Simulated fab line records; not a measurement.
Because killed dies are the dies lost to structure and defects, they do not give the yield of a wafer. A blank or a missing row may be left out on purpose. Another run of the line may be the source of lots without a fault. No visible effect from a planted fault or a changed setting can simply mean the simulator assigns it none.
Matching of chambers + flow nandHarc + pecvd-03 running NHARC_A_STAIRCASE_DEP_325: 3 sister chambers
The step deposits SiO2, target thk 7200 nm. 6 wafers are shown with their chamber, then 8 later ones without.

== WAFERS PAIRED WITH THEIR CHAMBERS ==
| wafer  | chamber | heaterPowerW (W) | mfcPrecursorSccm (sccm) |
|--------|---------|------------------|-------------------------|
| L291.1 | 0       | 702              | 199.2                   |
| L292.1 | 1       | 627              | 198.9                   |
| L297.3 | 2       | 623              | 200.6                   |
| L297.4 | 2       | 543              | 200.9                   |
| L297.6 | 0       | 659              | 199.9                   |
| L298.2 | 1       | 657              | 199.8                   |

== WAFERS WITH NO CHAMBER GIVEN ==
| wafer  | heaterPowerW (W) | mfcPrecursorSccm (sccm) |
|--------|------------------|-------------------------|
| L298.4 | 529              | 200.2                   |
| L298.6 | 660              | 200.9                   |
| L306.1 | 714              | 200.1                   |
| L306.2 | 627              | 199.6                   |
| L306.6 | 635              | 199.2                   |
| L308.1 | 725              | 200.3                   |
| L308.2 | 637              | 199.9                   |
| L308.5 | 658              | 200.4                   |

== WHICH CHAMBER EACH WENT THROUGH ==
| wafer  | from the rows above          | in truth |
|--------|------------------------------|----------|
| L298.4 | can't be placed: 2 or 1      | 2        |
| L298.6 | can't be placed: 2 or 0 or 1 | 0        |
| L306.1 | can't be placed: 0 or 1      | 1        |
| L306.2 | can't be placed: 1 or 0 or 2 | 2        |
| L306.6 | can't be placed: 1 or 0      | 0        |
| L308.1 | can't be placed: 0 or 1 or 2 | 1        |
| L308.2 | can't be placed: 1 or 0 or 2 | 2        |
| L308.5 | can't be placed: 0 or 2 or 1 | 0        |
Placed correctly: 0 of 8. Not placeable from these rows: 8 (in 8, the candidates include the true chamber). Placed wrongly: 0.
How it was worked out, from the rows above alone: a wafer's distance from a chamber is the root of the sum, over the readings, of the square of ((its reading less the chamber's mean) divided by the reading's scatter). The wafer belongs to the nearest chamber; if the next one is less than 2 further off, it can't be placed. Each chamber's mean is taken over the wafers shown for it. The scatter: the root of (the sum of the squares of (reading less its chamber's mean) over the shown wafers, divided by (wafers less chambers)).
